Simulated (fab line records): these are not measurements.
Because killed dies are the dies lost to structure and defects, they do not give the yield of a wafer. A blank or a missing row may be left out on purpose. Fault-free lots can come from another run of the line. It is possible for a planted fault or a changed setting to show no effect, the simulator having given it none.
Chamber matching :: flow nandHarc :: NHARC_P_BONDPAD_CMP_32 on cmp-04: 4 sister chambers
The step polishes SiCN, target thk 200 nm. 4 wafers are shown with their chamber, then 12 later ones without.

== WAFERS, EACH WITH ITS CHAMBER ==
wafer: L086.2
chamber: 1
motorCurrentA (A): 11.9

wafer: L086.6
chamber: 3
motorCurrentA (A): 9.4

wafer: L089.4
chamber: 0
motorCurrentA (A): 11.5

wafer: L089.5
chamber: 2
motorCurrentA (A): 12.3

== WAFERS MISSING THEIR CHAMBER ==
wafer: L092.3
motorCurrentA (A): 9.7

wafer: L092.5
motorCurrentA (A): 10.6

wafer: L092.6
motorCurrentA (A): 11.4

wafer: L091.2
motorCurrentA (A): 11.3

wafer: L091.3
motorCurrentA (A): 10.2

wafer: L091.5
motorCurrentA (A): 10.1

wafer: L093.2
motorCurrentA (A): 10.1

wafer: L093.4
motorCurrentA (A): 11.8

wafer: L093.5
motorCurrentA (A): 11.5

wafer: L094.2
motorCurrentA (A): 11.5

wafer: L094.3
motorCurrentA (A): 10.8

wafer: L094.5
motorCurrentA (A): 10.9

== WHICH CHAMBER EACH ONE RAN IN ==
wafer: L092.3
from the rows above: 3
in truth: 3

wafer: L092.5
from the rows above: can't be placed: 0 or 3 or 1 or 2
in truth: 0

wafer: L092.6
from the rows above: can't be placed: 0 or 1 or 2
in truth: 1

wafer: L091.2
from the rows above: can't be placed: 0 or 1 or 2
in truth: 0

wafer: L091.3
from the rows above: can't be placed: 3 or 0 or 1
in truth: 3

wafer: L091.5
from the rows above: can't be placed: 3 or 0
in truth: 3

wafer: L093.2
from the rows above: can't be placed: 3 or 0
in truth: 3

wafer: L093.4
from the rows above: can't be placed: 1 or 0 or 2
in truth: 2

wafer: L093.5
from the rows above: can't be placed: 0 or 1 or 2
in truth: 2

wafer: L094.2
from the rows above: can't be placed: 0 or 1 or 2
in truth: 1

wafer: L094.3
from the rows above: can't be placed: 0 or 1 or 3 or 2
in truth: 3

wafer: L094.5
from the rows above: can't be placed: 0 or 1 or 2 or 3
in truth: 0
Correct placement for 1 of the 12. Not placeable from these rows: 11 (in 11, the candidates include the true chamber). Number placed wrongly: 0.
How it was worked out, from the rows above alone: a wafer's distance from a chamber is the root of the sum, over the readings, of the square of ((its reading less the chamber's mean) divided by the reading's scatter). The wafer belongs to the nearest chamber; if the next one is less than 2 further off, it can't be placed. For every chamber, the mean is computed from those of its wafers that are shown. The scatter: root of mean squared gap, hidden wafer to nearest shown wafer, with one shown wafer a chamber.
